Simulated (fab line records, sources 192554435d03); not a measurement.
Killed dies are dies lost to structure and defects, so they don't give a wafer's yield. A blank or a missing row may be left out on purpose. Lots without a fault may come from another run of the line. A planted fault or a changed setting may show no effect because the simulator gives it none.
Problem report in the 8D (eight disciplines) form, filled by code | flow n5_finfet | the parts of the form that need people (team, actions taken, sign-off) are left out

1. THE PROBLEM
killed_at_other at N5_PASSIVATION_PROBE_49 reads a mean of 112 on 6 wafers of 2 lots; wafers without a fault read 4 with a standard deviation of 3. That is +36 standard deviations from the usual mean.
First seen on wafer L892.1, day 17 02:25, on prober-02. The record holds 18 wafers of 6 lots with a number at this step. Rule for "out", or "out of limits": more than 4 standard deviations from the usual mean. The other wafers with a number count as sound.

2. WHAT IT IS AND WHAT IT IS NOT
question                    | is                     | is not
which readings at this step | killed_at_other        | killed_at_M0_to_M3, killed_at_M4_up, killed_at_contacts, killed_at_front_end, killed_open, killed_short, sort_bin_8_speed
which lots                  | L892, L897             | L878, L880, L884, L901
which wafers of those lots  | all that have a number | -
read on which tools         | prober-01, prober-02   | -
when                        | from day 17 02:25      | up to then (9 sound wafers); but 3 sound wafers of L901 came after

3. SUSPECTS, AND WHAT RULES EACH OUT
Counting: a tool at a process step up to the reading stays a suspect if it ran every lot that is out and no sound lot after the first of them.
- rie_metal-02 at N5_PASSIVATION_ETCH_59 (etches TaN in Cl2/BCl3, target depth 65 nm, time 34.9 s): kept. It ran every lot that is out, first L892 (day 16 21:56), and no sound lot after that; its last sound lot up to then is L884 (day 14 20:37).
Left after counting: rie_metal-02 at N5_PASSIVATION_ETCH_59.

4. THE CAUSE (what the simulator had put in)
Chamber particle source: rie_metal-02, from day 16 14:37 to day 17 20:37, at N5_PASSIVATION_ETCH_59. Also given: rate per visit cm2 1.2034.
Counting left only this tool.

5. THE CHAIN OF EFFECTS, in route order
Each row: a reading whose mean over the struck wafers that have a number lies more than 3 standard deviations from the usual. Only readings for which the record gives a usual standard deviation are gone through. hours: the time from each lot's start at the first step in this table that gives one to its start at this step, as a median over the lots. sigmas: the change in usual standard deviations.
hours | step                    | reading              | usual  | on struck wafers | change | sigmas
0     | N5_PASSIVATION_PROBE_49 | defect_limited_yield | 91.2 % | 82.8             | -8.4   | -5.6
0     | N5_PASSIVATION_PROBE_49 | killed_at_other      | 4      | 112              | +108   | +36
0     | N5_PASSIVATION_PROBE_49 | killed_dies          | 104    | 202              | +98    | +5.8
0     | N5_PASSIVATION_PROBE_49 | sort_bin_5_function  | 5.2 %  | 10.3             | +5.1   | +5.4
0     | N5_PASSIVATION_PROBE_49 | sort_n_pass          | 1076   | 978              | -98    | -5.8
0     | N5_PASSIVATION_PROBE_49 | sort_yield_pct       | 91.2 % | 82.8             | -8.4   | -5.6
The process steps in it:
- N5_PASSIVATION_PROBE_49

6. WHAT WOULD HAVE CAUGHT IT SOONER
In this record the first reading out of limits was taken at day 17 02:25, 12 hours after the fault began at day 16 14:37.
Of the tool readings at N5_PASSIVATION_ETCH_59 for which the record gives a usual standard deviation, none was out on any struck wafer, so an alarm limit of 4 standard deviations on them would not have fired.
Of the lots that are out (2), L897 began N5_PASSIVATION_ETCH_59 on rie_metal-02 after day 17 02:25. A hold on the tool at that time would have spared it.
